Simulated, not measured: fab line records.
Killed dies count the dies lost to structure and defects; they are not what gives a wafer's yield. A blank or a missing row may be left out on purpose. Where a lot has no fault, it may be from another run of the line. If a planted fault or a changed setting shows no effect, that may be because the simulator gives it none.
fab line records || flow n5-finfet
record: {"lots": 6, "wafers": 18, "last-day": 16}
route steps=1938 shown BEOL_M8@1383 PASSIVATION@1936
lots that met no fault: taken from a fault-free run of the same line
start-h: hours from the record's opening day to when the first of the lot's shown wafers began || wait-h: time in hours since the lot's previous step || " the same as in the row above || L1.1+2: a row that stands for several wafers || - value missing, or start not given || * or withheld: withheld || < > ~ a bound
route shown NAME@n: names a module that has steps shown in the file, with the first one's number in the route || usual: mean/standard deviation of fault-free wafers || same: alike in all rows || chamber/n: place in a boat || sites: per-site readings || _std_site: the standard deviation of these || _edge_site: inner sites' mean taken away from outer sites' mean || radius-mm: for every site, how far away it sits from the centre of the wafer || mask NAME#n: copy n || behind: tool/chamber where the wafer was last shaped || hold: reason for holding the lot/hours on hold/outcome of the hold || device: which transistor (n, p or np) failed to switch || end of line: at the end of the route, the tests of the same wafers || where a step has no rows: the recipe by itself || killed: not the wafer's yield, but the dies lost to structure and defects at the first sort || map: the dies of a wafer, with x for killed, . for not killed, _ for no die there
set.NAME: setting as actually run; set.NAME@STEP: the setting as run at that earlier step || model.NAME: the simulator's own value behind a step, which no gauge read
certain route steps with their lots: each step a table, each wafer a row
services: when a tool's chamber went out of use (start-h, in hours from the record's first day, below 0 if earlier), for how many hours, and the reason
== steps ==
step: N5_BEOL_M8_PRECLEAN_42
recipe: {"chemistry": "residue-remover", "time-s": 60, "temp-c": 40}
step: N5_BEOL_M8_SRD_43
recipe: {"time-s": 30, "temp-c": 23, "rinse-liquid": "diw", "dry": "ipa-marangoni"}
step: N5_BEOL_M8_CD_MEAS_35
recipe: {"target-cd-nm": 40, "polarity": "opening"}
usual: {"cd-nm": "40.2/0.59"}
{"lot.wafer": "L798.1", "tool": "cd-sem-01", "chamber": "-", "start-h": 245.17, "wait-h": 0.0, "cd-nm": 39.1}
{"lot.wafer": "L798.3", "tool": "cd-sem-01", "chamber": "-", "start-h": 245.17, "wait-h": 0.0, "cd-nm": 39.1}
{"lot.wafer": "L798.6", "tool": "cd-sem-01", "chamber": "-", "start-h": 245.17, "wait-h": 0.0, "cd-nm": 38.5}
{"lot.wafer": "L800.2", "tool": "cd-sem-01", "chamber": "-", "start-h": 246.93, "wait-h": 0.0, "cd-nm": 39.9}
{"lot.wafer": "L800.4", "tool": "cd-sem-01", "chamber": "-", "start-h": 246.93, "wait-h": 0.0, "cd-nm": 41.0}
{"lot.wafer": "L800.5", "tool": "cd-sem-01", "chamber": "-", "start-h": 246.93, "wait-h": 0.0, "cd-nm": 40.4}
{"lot.wafer": "L801.1", "tool": "cd-sem-01", "chamber": "-", "start-h": 271.18, "wait-h": 0.0, "cd-nm": 39.9}
{"lot.wafer": "L801.2", "tool": "cd-sem-01", "chamber": "-", "start-h": 271.18, "wait-h": 0.0, "cd-nm": 40.1}
{"lot.wafer": "L801.3", "tool": "cd-sem-01", "chamber": "-", "start-h": 271.18, "wait-h": 0.0, "cd-nm": 39.0}
{"lot.wafer": "L802.1", "tool": "cd-sem-03", "chamber": "-", "start-h": 292.31, "wait-h": 0.0, "cd-nm": 40.3}
{"lot.wafer": "L802.3", "tool": "cd-sem-03", "chamber": "-", "start-h": 292.31, "wait-h": 0.0, "cd-nm": 40.6}
{"lot.wafer": "L802.5", "tool": "cd-sem-03", "chamber": "-", "start-h": 292.31, "wait-h": 0.0, "cd-nm": 40.2}
{"lot.wafer": "L809.2", "tool": "cd-sem-01", "chamber": "-", "start-h": 305.65, "wait-h": 0.0, "cd-nm": 40.5}
{"lot.wafer": "L809.4", "tool": "cd-sem-01", "chamber": "-", "start-h": 305.65, "wait-h": 0.0, "cd-nm": 40.8}
{"lot.wafer": "L809.5", "tool": "cd-sem-01", "chamber": "-", "start-h": 305.65, "wait-h": 0.0, "cd-nm": 40.9}
{"lot.wafer": "L810.2", "tool": "cd-sem-03", "chamber": "-", "start-h": 314.91, "wait-h": 0.0, "cd-nm": 41.3}
{"lot.wafer": "L810.3", "tool": "cd-sem-03", "chamber": "-", "start-h": 314.91, "wait-h": 0.0, "cd-nm": 40.1}
{"lot.wafer": "L810.6", "tool": "cd-sem-03", "chamber": "-", "start-h": 314.91, "wait-h": 0.0, "cd-nm": 39.9}
step: N5_BEOL_M8_CURE_75
recipe: {"temp-c": 370, "time-s": 120, "ambient": "DMADMS/He", "material": "SiCOH_lowk"}
usual: {"lamp-power-pct": "52.31/0.052", "wafer_temp_C_max": "372.1/0.63"}
{"lot.wafer": "L798.1", "tool": "uv-cure-01", "chamber": 2, "start-h": 245.21, "wait-h": 0.0, "lamp-power-pct": 52.30, "wafer_temp_C_max": 371.8}
{"lot.wafer": "L798.3", "tool": "uv-cure-01", "chamber": 2, "start-h": 245.21, "wait-h": 0.0, "lamp-power-pct": 52.23, "wafer_temp_C_max": 371.6}
{"lot.wafer": "L798.6", "tool": "uv-cure-01", "chamber": 2, "start-h": 245.21, "wait-h": 0.0, "lamp-power-pct": 52.40, "wafer_temp_C_max": 371.6}
{"lot.wafer": "L800.2", "tool": "uv-cure-03", "chamber": 0, "start-h": 247.02, "wait-h": 0.1, "lamp-power-pct": 52.19, "wafer_temp_C_max": 373.1}
{"lot.wafer": "L800.4", "tool": "uv-cure-03", "chamber": 0, "start-h": 247.02, "wait-h": 0.1, "lamp-power-pct": 52.36, "wafer_temp_C_max": 372.2}
{"lot.wafer": "L800.5", "tool": "uv-cure-03", "chamber": 0, "start-h": 247.02, "wait-h": 0.1, "lamp-power-pct": 52.40, "wafer_temp_C_max": 371.4}
{"lot.wafer": "L801.1", "tool": "uv-cure-03", "chamber": 0, "start-h": 271.22, "wait-h": 0.0, "lamp-power-pct": 52.35, "wafer_temp_C_max": 372.8}
{"lot.wafer": "L801.2", "tool": "uv-cure-03", "chamber": 0, "start-h": 271.22, "wait-h": 0.0, "lamp-power-pct": 52.27, "wafer_temp_C_max": 372.3}
{"lot.wafer": "L801.3", "tool": "uv-cure-03", "chamber": 0, "start-h": 271.22, "wait-h": 0.0, "lamp-power-pct": 52.23, "wafer_temp_C_max": 372.2}
{"lot.wafer": "L802.1", "tool": "uv-cure-02", "chamber": 0, "start-h": 292.35, "wait-h": 0.0, "lamp-power-pct": 52.29, "wafer_temp_C_max": 372.1}
{"lot.wafer": "L802.3", "tool": "uv-cure-02", "chamber": 0, "start-h": 292.35, "wait-h": 0.0, "lamp-power-pct": 52.24, "wafer_temp_C_max": 372.5}
{"lot.wafer": "L802.5", "tool": "uv-cure-02", "chamber": 0, "start-h": 292.35, "wait-h": 0.0, "lamp-power-pct": 52.40, "wafer_temp_C_max": 371.5}
{"lot.wafer": "L809.2", "tool": "uv-cure-01", "chamber": 1, "start-h": 305.74, "wait-h": 0.1, "lamp-power-pct": 52.30, "wafer_temp_C_max": 371.7}
{"lot.wafer": "L809.4", "tool": "uv-cure-01", "chamber": 1, "start-h": 305.74, "wait-h": 0.1, "lamp-power-pct": 52.29, "wafer_temp_C_max": 371.7}
{"lot.wafer": "L809.5", "tool": "uv-cure-01", "chamber": 1, "start-h": 305.74, "wait-h": 0.1, "lamp-power-pct": 52.35, "wafer_temp_C_max": 372.0}
{"lot.wafer": "L810.2", "tool": "uv-cure-01", "chamber": 2, "start-h": 315.00, "wait-h": 0.1, "lamp-power-pct": 52.34, "wafer_temp_C_max": 371.6}
{"lot.wafer": "L810.3", "tool": "uv-cure-01", "chamber": 2, "start-h": 315.00, "wait-h": 0.1, "lamp-power-pct": 52.30, "wafer_temp_C_max": 371.1}
{"lot.wafer": "L810.6", "tool": "uv-cure-01", "chamber": 2, "start-h": 315.00, "wait-h": 0.1, "lamp-power-pct": 52.32, "wafer_temp_C_max": 371.2}
step: N5_BEOL_M8_DEGAS_44
recipe: {"ambient": "vacuum", "temp-c": 250, "time-s": 60}
usual: {"heater-power-w": "317/22"}
{"lot.wafer": "L798.1", "tool": "pvd-sputter-01", "chamber": "-", "start-h": 246.32, "wait-h": 1.1, "heater-power-w": 313}
{"lot.wafer": "L798.3", "tool": "pvd-sputter-01", "chamber": "-", "start-h": 246.32, "wait-h": 1.1, "heater-power-w": 332}
{"lot.wafer": "L798.6", "tool": "pvd-sputter-01", "chamber": "-", "start-h": 246.32, "wait-h": 1.1, "heater-power-w": 303}
{"lot.wafer": "L800.2", "tool": "pvd-sputter-01", "chamber": "-", "start-h": 247.29, "wait-h": 0.2, "heater-power-w": 335}
{"lot.wafer": "L800.4", "tool": "pvd-sputter-01", "chamber": "-", "start-h": 247.29, "wait-h": 0.2, "heater-power-w": 305}
{"lot.wafer": "L800.5", "tool": "pvd-sputter-01", "chamber": "-", "start-h": 247.29, "wait-h": 0.2, "heater-power-w": 301}
{"lot.wafer": "L801.1", "tool": "pvd-sputter-03", "chamber": "-", "start-h": 273.21, "wait-h": 1.9, "heater-power-w": 331}
{"lot.wafer": "L801.2", "tool": "pvd-sputter-03", "chamber": "-", "start-h": 273.21, "wait-h": 1.9, "heater-power-w": 329}
{"lot.wafer": "L801.3", "tool": "pvd-sputter-03", "chamber": "-", "start-h": 273.21, "wait-h": 1.9, "heater-power-w": 322}
{"lot.wafer": "L802.1", "tool": "pvd-sputter-01", "chamber": "-", "start-h": 292.89, "wait-h": 0.5, "heater-power-w": 308}
{"lot.wafer": "L802.3", "tool": "pvd-sputter-01", "chamber": "-", "start-h": 292.89, "wait-h": 0.5, "heater-power-w": 341}
{"lot.wafer": "L802.5", "tool": "pvd-sputter-01", "chamber": "-", "start-h": 292.89, "wait-h": 0.5, "heater-power-w": 309}
{"lot.wafer": "L809.2", "tool": "pvd-sputter-01", "chamber": "-", "start-h": 306.04, "wait-h": 0.2, "heater-power-w": 302}
{"lot.wafer": "L809.4", "tool": "pvd-sputter-01", "chamber": "-", "start-h": 306.04, "wait-h": 0.2, "heater-power-w": 308}
{"lot.wafer": "L809.5", "tool": "pvd-sputter-01", "chamber": "-", "start-h": 306.04, "wait-h": 0.2, "heater-power-w": 304}
{"lot.wafer": "L810.2", "tool": "pvd-sputter-03", "chamber": "-", "start-h": 315.41, "wait-h": 0.4, "heater-power-w": 314}
{"lot.wafer": "L810.3", "tool": "pvd-sputter-03", "chamber": "-", "start-h": 315.41, "wait-h": 0.4, "heater-power-w": 338}
{"lot.wafer": "L810.6", "tool": "pvd-sputter-03", "chamber": "-", "start-h": 315.41, "wait-h": 0.4, "heater-power-w": 307}
step: N5_BEOL_M8_PRE_CLEAN_45
recipe: {"gas": "H2/He", "time-s": 30, "temp-c": 250}
usual: {"heater-power-w": "317/22"}
{"lot.wafer": "L798.1", "tool": "pvd-sputter-01", "chamber": "-", "start-h": 246.36, "wait-h": 0.0, "heater-power-w": 303}
{"lot.wafer": "L798.3", "tool": "pvd-sputter-01", "chamber": "-", "start-h": 246.36, "wait-h": 0.0, "heater-power-w": 332}
{"lot.wafer": "L798.6", "tool": "pvd-sputter-01", "chamber": "-", "start-h": 246.36, "wait-h": 0.0, "heater-power-w": 305}
{"lot.wafer": "L800.2", "tool": "pvd-sputter-01", "chamber": "-", "start-h": 247.33, "wait-h": 0.0, "heater-power-w": 328}
{"lot.wafer": "L800.4", "tool": "pvd-sputter-01", "chamber": "-", "start-h": 247.33, "wait-h": 0.0, "heater-power-w": 297}
{"lot.wafer": "L800.5", "tool": "pvd-sputter-01", "chamber": "-", "start-h": 247.33, "wait-h": 0.0, "heater-power-w": 302}
{"lot.wafer": "L801.1", "tool": "pvd-sputter-03", "chamber": "-", "start-h": 273.25, "wait-h": 0.0, "heater-power-w": 329}
{"lot.wafer": "L801.2", "tool": "pvd-sputter-03", "chamber": "-", "start-h": 273.25, "wait-h": 0.0, "heater-power-w": 338}
{"lot.wafer": "L801.3", "tool": "pvd-sputter-03", "chamber": "-", "start-h": 273.25, "wait-h": 0.0, "heater-power-w": 319}
{"lot.wafer": "L802.1", "tool": "pvd-sputter-01", "chamber": "-", "start-h": 292.93, "wait-h": 0.0, "heater-power-w": 305}
{"lot.wafer": "L802.3", "tool": "pvd-sputter-01", "chamber": "-", "start-h": 292.93, "wait-h": 0.0, "heater-power-w": 334}
{"lot.wafer": "L802.5", "tool": "pvd-sputter-01", "chamber": "-", "start-h": 292.93, "wait-h": 0.0, "heater-power-w": 308}
{"lot.wafer": "L809.2", "tool": "pvd-sputter-01", "chamber": "-", "start-h": 306.08, "wait-h": 0.0, "heater-power-w": 296}
{"lot.wafer": "L809.4", "tool": "pvd-sputter-01", "chamber": "-", "start-h": 306.08, "wait-h": 0.0, "heater-power-w": 314}
{"lot.wafer": "L809.5", "tool": "pvd-sputter-01", "chamber": "-", "start-h": 306.08, "wait-h": 0.0, "heater-power-w": 303}
{"lot.wafer": "L810.2", "tool": "pvd-sputter-03", "chamber": "-", "start-h": 315.45, "wait-h": 0.0, "heater-power-w": 315}
{"lot.wafer": "L810.3", "tool": "pvd-sputter-03", "chamber": "-", "start-h": 315.45, "wait-h": 0.0, "heater-power-w": 341}
{"lot.wafer": "L810.6", "tool": "pvd-sputter-03", "chamber": "-", "start-h": 315.45, "wait-h": 0.0, "heater-power-w": 301}
step: N5_BEOL_M8_ALD_77
recipe: {"material": "TaN", "target-thk-a": 20, "temp-c": 275, "ald-precursor-family": "PDMAT", "ald-co-reactant": "NH3", "pressure-torr": 3, "carrier-flow-sccm": 1500, "pulse-time-s": 2, "purge-time-s": 3, "co-reactant-purge-time-s": 2, "co-reactant-pulse-time-s": 3, "ald-cycles": 40, "precursor-vessel-temp-c": 75, "precursor-vessel-pressure-torr": 26.25, "precursor-vessel-carrier-sccm": 1000}
step: N5_BEOL_M8_SURFACE_TREAT_79
recipe: {"gas": "Ar", "time-s": "*", "ion-energy-ev": "*", "ion-current-ma-cm2": 0.5, "pressure-mtorr": "*", "ar-flow-sccm": 30}
step: N5_BEOL_M8_CVD_78
recipe: {"material": "Co", "target-thk-a": 20, "temp-c": "withheld", "precursor": "CCTBA/H2", "pressure-torr": 30, "time-s": 142.3}
step: N5_BEOL_M8_SPUTTER_48
recipe: {"material": "Cu", "target-thk-a": 100, "temp-c": -20, "bias-v": 60, "power-w": 26000, "chamber-pressure-pa": 0.13, "time-s": 1.667}
usual: {"chamber-pressure-pa": "0.13/0.00027", "throttle-valve-pct": "30.7/0.85"}
{"lot.wafer": "L798.1", "tool": "pvd-sputter-03", "chamber": "-", "start-h": 247.08, "wait-h": 0.1, "chamber-pressure-pa": 0.13026, "throttle-valve-pct": 30.5}
{"lot.wafer": "L798.3", "tool": "pvd-sputter-03", "chamber": "-", "start-h": 247.08, "wait-h": 0.1, "chamber-pressure-pa": 0.13036, "throttle-valve-pct": 30.6}
{"lot.wafer": "L798.6", "tool": "pvd-sputter-03", "chamber": "-", "start-h": 247.08, "wait-h": 0.1, "chamber-pressure-pa": 0.13013, "throttle-valve-pct": 31.7}
{"lot.wafer": "L800.2", "tool": "pvd-sputter-02", "chamber": "-", "start-h": 247.93, "wait-h": 0.1, "chamber-pressure-pa": 0.13035, "throttle-valve-pct": 31.3}
{"lot.wafer": "L800.4", "tool": "pvd-sputter-02", "chamber": "-", "start-h": 247.93, "wait-h": 0.1, "chamber-pressure-pa": 0.12998, "throttle-valve-pct": 30.5}
{"lot.wafer": "L800.5", "tool": "pvd-sputter-02", "chamber": "-", "start-h": 247.93, "wait-h": 0.1, "chamber-pressure-pa": 0.12998, "throttle-valve-pct": 30.4}
{"lot.wafer": "L801.1", "tool": "pvd-sputter-03", "chamber": "-", "start-h": 274.01, "wait-h": 0.1, "chamber-pressure-pa": 0.1299, "throttle-valve-pct": 31.8}
{"lot.wafer": "L801.2", "tool": "pvd-sputter-03", "chamber": "-", "start-h": 274.01, "wait-h": 0.1, "chamber-pressure-pa": 0.12986, "throttle-valve-pct": 30.8}
{"lot.wafer": "L801.3", "tool": "pvd-sputter-03", "chamber": "-", "start-h": 274.01, "wait-h": 0.1, "chamber-pressure-pa": 0.12973, "throttle-valve-pct": 31.9}
{"lot.wafer": "L802.1", "tool": "pvd-sputter-01", "chamber": "-", "start-h": 293.69, "wait-h": 0.1, "chamber-pressure-pa": 0.13021, "throttle-valve-pct": 30.5}
{"lot.wafer": "L802.3", "tool": "pvd-sputter-01", "chamber": "-", "start-h": 293.69, "wait-h": 0.1, "chamber-pressure-pa": 0.12998, "throttle-valve-pct": 29.6}
{"lot.wafer": "L802.5", "tool": "pvd-sputter-01", "chamber": "-", "start-h": 293.69, "wait-h": 0.1, "chamber-pressure-pa": 0.12985, "throttle-valve-pct": 29.7}
{"lot.wafer": "L809.2", "tool": "pvd-sputter-01", "chamber": "-", "start-h": 308.38, "wait-h": 1.4, "chamber-pressure-pa": 0.13021, "throttle-valve-pct": 29.6}
{"lot.wafer": "L809.4", "tool": "pvd-sputter-01", "chamber": "-", "start-h": 308.38, "wait-h": 1.4, "chamber-pressure-pa": 0.12998, "throttle-valve-pct": 29.7}
{"lot.wafer": "L809.5", "tool": "pvd-sputter-01", "chamber": "-", "start-h": 308.38, "wait-h": 1.4, "chamber-pressure-pa": 0.12963, "throttle-valve-pct": 29.7}
{"lot.wafer": "L810.2", "tool": "pvd-sputter-01", "chamber": "-", "start-h": 316.18, "wait-h": 0.1, "chamber-pressure-pa": 0.12959, "throttle-valve-pct": 30.2}
{"lot.wafer": "L810.3", "tool": "pvd-sputter-01", "chamber": "-", "start-h": 316.18, "wait-h": 0.1, "chamber-pressure-pa": 0.13015, "throttle-valve-pct": 29.5}
{"lot.wafer": "L810.6", "tool": "pvd-sputter-01", "chamber": "-", "start-h": 316.18, "wait-h": 0.1, "chamber-pressure-pa": 0.12987, "throttle-valve-pct": 29.8}
step: N5_BEOL_M8_ECD_50
recipe: {"material": "Cu", "target-thk-a": 3000}
step: N5_BEOL_M8_ANNEAL_51
recipe: {"temp-c": 225, "time-s": 90, "ambient": "N2"}
usual: {"wafer_temp_C_max": "226.4/0.67"}
{"lot.wafer": "L798.1", "tool": "rtp-anneal-01", "chamber": 0, "start-h": 248.46, "wait-h": 1.2, "wafer_temp_C_max": 227.0}
{"lot.wafer": "L798.3", "tool": "rtp-anneal-01", "chamber": 0, "start-h": 248.46, "wait-h": 1.2, "wafer_temp_C_max": 227.4}
{"lot.wafer": "L798.6", "tool": "rtp-anneal-01", "chamber": 0, "start-h": 248.46, "wait-h": 1.2, "wafer_temp_C_max": 227.4}
{"lot.wafer": "L800.2", "tool": "rtp-anneal-01", "chamber": 0, "start-h": 249.04, "wait-h": 1.0, "wafer_temp_C_max": 226.8}
{"lot.wafer": "L800.4", "tool": "rtp-anneal-01", "chamber": 0, "start-h": 249.04, "wait-h": 1.0, "wafer_temp_C_max": 227.4}
{"lot.wafer": "L800.5", "tool": "rtp-anneal-01", "chamber": 0, "start-h": 249.04, "wait-h": 1.0, "wafer_temp_C_max": 226.6}
{"lot.wafer": "L801.1", "tool": "rtp-anneal-02", "chamber": 0, "start-h": 274.37, "wait-h": 0.2, "wafer_temp_C_max": 225.7}
{"lot.wafer": "L801.2", "tool": "rtp-anneal-02", "chamber": 0, "start-h": 274.37, "wait-h": 0.2, "wafer_temp_C_max": 225.9}
{"lot.wafer": "L801.3", "tool": "rtp-anneal-02", "chamber": 0, "start-h": 274.37, "wait-h": 0.2, "wafer_temp_C_max": 225.7}
{"lot.wafer": "L802.1", "tool": "rtp-anneal-02", "chamber": 0, "start-h": 293.90, "wait-h": 0.1, "wafer_temp_C_max": 225.9}
{"lot.wafer": "L802.3", "tool": "rtp-anneal-02", "chamber": 0, "start-h": 293.90, "wait-h": 0.1, "wafer_temp_C_max": 226.0}
{"lot.wafer": "L802.5", "tool": "rtp-anneal-02", "chamber": 0, "start-h": 293.90, "wait-h": 0.1, "wafer_temp_C_max": 226.1}
{"lot.wafer": "L809.2", "tool": "rtp-anneal-02", "chamber": 0, "start-h": 308.63, "wait-h": 0.1, "wafer_temp_C_max": 225.8}
{"lot.wafer": "L809.4", "tool": "rtp-anneal-02", "chamber": 0, "start-h": 308.63, "wait-h": 0.1, "wafer_temp_C_max": 225.6}
{"lot.wafer": "L809.5", "tool": "rtp-anneal-02", "chamber": 0, "start-h": 308.63, "wait-h": 0.1, "wafer_temp_C_max": 226.0}
{"lot.wafer": "L810.2", "tool": "rtp-anneal-01", "chamber": 0, "start-h": 316.60, "wait-h": 0.3, "wafer_temp_C_max": 227.8}
{"lot.wafer": "L810.3", "tool": "rtp-anneal-01", "chamber": 0, "start-h": 316.60, "wait-h": 0.3, "wafer_temp_C_max": 226.4}
{"lot.wafer": "L810.6", "tool": "rtp-anneal-01", "chamber": 0, "start-h": 316.60, "wait-h": 0.3, "wafer_temp_C_max": 226.8}
step: N5_BEOL_M8_CMP_52
recipe: {"stop-on": "SiCOH_lowk", "t-overpolish-s": 6.9, "down-force-psi": 1, "platen-rpm": 50, "clearing-platen-down-force-psi": 1.5, "clearing-platen-rpm": 50, "post-cmp-clean": "cu-alkaline", "target-thk-nm": 80, "clearing-platen-pad-velocity-m-s": 0.99484, "pad-velocity-m-s": 0.99484}
usual: {"barrier-field-endpoint-s": "29.1/0.88", "clearing-platen-down-force-psi": "1.500/0.0033", "motor-current-A": "5.7/0.54", "overpolish-run-s": "6.901/0.009", "time-to-endpoint-s": "63/3.9"}
{"lot.wafer": "L798.1", "tool": "cmp-03", "chamber": 2, "start-h": 248.76, "wait-h": 0.3, "barrier-field-endpoint-s": 27.7, "clearing-platen-down-force-psi": 1.503, "motor-current-A": 5.3, "overpolish-run-s": 6.910, "time-to-endpoint-s": 59}
{"lot.wafer": "L798.3", "tool": "cmp-03", "chamber": 3, "start-h": 248.76, "wait-h": 0.3, "barrier-field-endpoint-s": 28.3, "clearing-platen-down-force-psi": 1.496, "motor-current-A": 6.3, "overpolish-run-s": 6.895, "time-to-endpoint-s": 62}
{"lot.wafer": "L798.6", "tool": "cmp-03", "chamber": 2, "start-h": 248.76, "wait-h": 0.3, "barrier-field-endpoint-s": 28.4, "clearing-platen-down-force-psi": 1.502, "motor-current-A": 5.6, "overpolish-run-s": 6.902, "time-to-endpoint-s": 59}
{"lot.wafer": "L800.4", "tool": "cmp-02", "chamber": 0, "start-h": 249.30, "wait-h": 0.1, "barrier-field-endpoint-s": 30.3, "clearing-platen-down-force-psi": 1.502, "motor-current-A": 6.1, "overpolish-run-s": 6.890, "time-to-endpoint-s": 65}
{"lot.wafer": "L800.2", "tool": "cmp-02", "chamber": 1, "start-h": 249.30, "wait-h": 0.1, "barrier-field-endpoint-s": 30.1, "clearing-platen-down-force-psi": 1.500, "motor-current-A": 5.6, "overpolish-run-s": 6.914, "time-to-endpoint-s": 67}
{"lot.wafer": "L800.5", "tool": "cmp-02", "chamber": 1, "start-h": 249.30, "wait-h": 0.1, "barrier-field-endpoint-s": 30.8, "clearing-platen-down-force-psi": 1.501, "motor-current-A": 5.4, "overpolish-run-s": 6.911, "time-to-endpoint-s": 68}
{"lot.wafer": "L801.3", "tool": "cmp-02", "chamber": 1, "start-h": 275.03, "wait-h": 0.5, "barrier-field-endpoint-s": 16.1, "clearing-platen-down-force-psi": 1.507, "motor-current-A": 5.1, "overpolish-run-s": 6.915, "time-to-endpoint-s": 35}
{"lot.wafer": "L801.2", "tool": "cmp-02", "chamber": 3, "start-h": 275.03, "wait-h": 0.5, "barrier-field-endpoint-s": 16.5, "clearing-platen-down-force-psi": 1.506, "motor-current-A": 5.4, "overpolish-run-s": 6.911, "time-to-endpoint-s": 39}
{"lot.wafer": "L801.1", "tool": "cmp-02", "chamber": 0, "start-h": 275.03, "wait-h": 0.5, "barrier-field-endpoint-s": 15.8, "clearing-platen-down-force-psi": 1.492, "motor-current-A": 6.2, "overpolish-run-s": 6.894, "time-to-endpoint-s": 35}
{"lot.wafer": "L802.3", "tool": "cmp-02", "chamber": 2, "start-h": 294.20, "wait-h": 0.2, "barrier-field-endpoint-s": 16.7, "clearing-platen-down-force-psi": 1.500, "motor-current-A": 4.6, "overpolish-run-s": 6.875, "time-to-endpoint-s": 37}
{"lot.wafer": "L802.1", "tool": "cmp-02", "chamber": 1, "start-h": 294.20, "wait-h": 0.2, "barrier-field-endpoint-s": 16.6, "clearing-platen-down-force-psi": 1.503, "motor-current-A": 5.5, "overpolish-run-s": 6.912, "time-to-endpoint-s": 38}
{"lot.wafer": "L802.5", "tool": "cmp-02", "chamber": 3, "start-h": 294.20, "wait-h": 0.2, "barrier-field-endpoint-s": 17.2, "clearing-platen-down-force-psi": 1.497, "motor-current-A": 5.5, "overpolish-run-s": 6.896, "time-to-endpoint-s": 42}
{"lot.wafer": "L809.4", "tool": "cmp-04", "chamber": 2, "start-h": 308.92, "wait-h": 0.2, "barrier-field-endpoint-s": 28.9, "clearing-platen-down-force-psi": 1.496, "motor-current-A": 5.5, "overpolish-run-s": 6.913, "time-to-endpoint-s": 63}
{"lot.wafer": "L809.2", "tool": "cmp-04", "chamber": 3, "start-h": 308.92, "wait-h": 0.2, "barrier-field-endpoint-s": 30.3, "clearing-platen-down-force-psi": 1.500, "motor-current-A": 6.0, "overpolish-run-s": 6.894, "time-to-endpoint-s": 71}
{"lot.wafer": "L809.5", "tool": "cmp-04", "chamber": 1, "start-h": 308.92, "wait-h": 0.2, "barrier-field-endpoint-s": 30.4, "clearing-platen-down-force-psi": 1.496, "motor-current-A": 6.4, "overpolish-run-s": 6.899, "time-to-endpoint-s": 71}
{"lot.wafer": "L810.2", "tool": "cmp-03", "chamber": 2, "start-h": 316.85, "wait-h": 0.2, "barrier-field-endpoint-s": 28.2, "clearing-platen-down-force-psi": 1.499, "motor-current-A": 5.5, "overpolish-run-s": 6.906, "time-to-endpoint-s": 57}
{"lot.wafer": "L810.3", "tool": "cmp-03", "chamber": 0, "start-h": 316.85, "wait-h": 0.2, "barrier-field-endpoint-s": 28.8, "clearing-platen-down-force-psi": 1.504, "motor-current-A": 5.5, "overpolish-run-s": 6.895, "time-to-endpoint-s": 57}
{"lot.wafer": "L810.6", "tool": "cmp-03", "chamber": 2, "start-h": 316.85, "wait-h": 0.2, "barrier-field-endpoint-s": 28.5, "clearing-platen-down-force-psi": 1.501, "motor-current-A": 5.3, "overpolish-run-s": 6.921, "time-to-endpoint-s": 55}
step: N5_PASSIVATION_PROBE_49
usual: {"defect-limited-yield": "91.3/1.5", "killed_at_M0_to_M3": "31/11", "killed_at_M4_up": "14/5.1", "killed-at-contacts": "12/5.6", "killed-at-front-end": "42/12", "killed-at-other": "3.8/2.9", "killed-dies": "103/18", "killed-open": "67/14", "killed-short": "33/8", "sort_bin_5_function": "5.1/1", "sort_bin_6_memory": "3.2/0.75", "sort-n-pass": "1077/18", "sort-yield-pct": "91.3/1.5"}
same: {"gross-dies": 1180, "killed-at-back-side": 0, "sort_bin_4_leakage[%]": 0, "sort_bin_8_speed[%]": 0}
{"lot.wafer": "L800.2", "tool": "prober-01", "chamber": "-", "start-h": 326.31, "wait-h": 0.1, "defect-limited-yield[%]": 89.1, "killed_at_M0_to_M3": 40, "killed_at_M4_up": 22, "killed-at-contacts": 11, "killed-at-front-end": 55, "killed-at-other": 1, "killed-dies": 129, "killed-open": 82, "killed-short": 41, "sort_bin_5_function[%]": 5.3, "sort_bin_6_memory[%]": 4.8, "sort-n-pass": 1051, "sort-yield-pct[%]": 89.1}
killed by level:class
L800.2 BEOL_M0_SAQP:geometric-particle:short=14 STI_FIN_REVEAL:geometric-particle:open=13 BEOL_M0_SAQP:geometric-particle:open=11 MOL_CONTACT_COAG:geometric-particle:open=8 BEOL_M4:geometric-particle:open=7 BEOL_M5:geometric-particle:open=7 BEOL_M3:geometric-particle:open=6 DUMMY_GATE:geometric-particle:open=6
== services ==
{"tool": "uv-cure-02", "chamber": "-", "start-h": 226.71, "hours": 2.1, "kind": "pm"}
{"tool": "cmp-03", "chamber": "-", "start-h": 233.02, "hours": 4.0, "kind": "pm"}
{"tool": "cmp-03", "chamber": "-", "start-h": 237.02, "hours": "-", "kind": "consumable-replace:conditioner"}
{"tool": "cmp-03", "chamber": "-", "start-h": 237.02, "hours": "-", "kind": "consumable-replace:pad"}
{"tool": "uv-cure-03", "chamber": "-", "start-h": 247.27, "hours": 2.1, "kind": "pm"}
{"tool": "uv-cure-01", "chamber": "-", "start-h": 250.39, "hours": 7.5, "kind": "pm"}
{"tool": "cmp-04", "chamber": "-", "start-h": 257.55, "hours": 19.6, "kind": "repair"}
{"tool": "uv-cure-03", "chamber": "-", "start-h": 258.70, "hours": 7.5, "kind": "pm"}
{"tool": "uv-cure-01", "chamber": "-", "start-h": 270.71, "hours": 7.5, "kind": "pm"}
{"tool": "uv-cure-01", "chamber": "-", "start-h": 280.97, "hours": 2.1, "kind": "pm"}
{"tool": "cmp-04", "chamber": "-", "start-h": 293.90, "hours": 0.8, "kind": "repair"}
{"tool": "cmp-02", "chamber": "-", "start-h": 313.84, "hours": 4.0, "kind": "pm"}
== key ==
first-sign: {"step": "N5_BEOL_M8_CMP_52", "reading": "barrier-field-endpoint-s", "direction": "down", "sigmas": 14, "usual": 29.1, "struck": 16.5}
effect: {"step": "N5_BEOL_M8_CMP_52", "reading": "time-to-endpoint-s", "direction": "down", "sigmas": 6.6, "usual": "*", "struck": "*"}
met-at N5_BEOL_M8_CMP_52
struck-wafers L801.1,L801.2,L801.3,L802.1,L802.3,L802.5
rows-end L801.1,L801.2,L801.3
onset-between 249.30 275.03
fault: {"kind": "process-parameter-drift", "tool": "cmp-02", "chamber": "-", "onset-h": 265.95, "steps": "N5_BEOL_M8_CMP_52", "channel": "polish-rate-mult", "offset": 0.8, "shape": "step"}
rows-end: these wafers met a further fault down the route, and their rows from its step on are left out
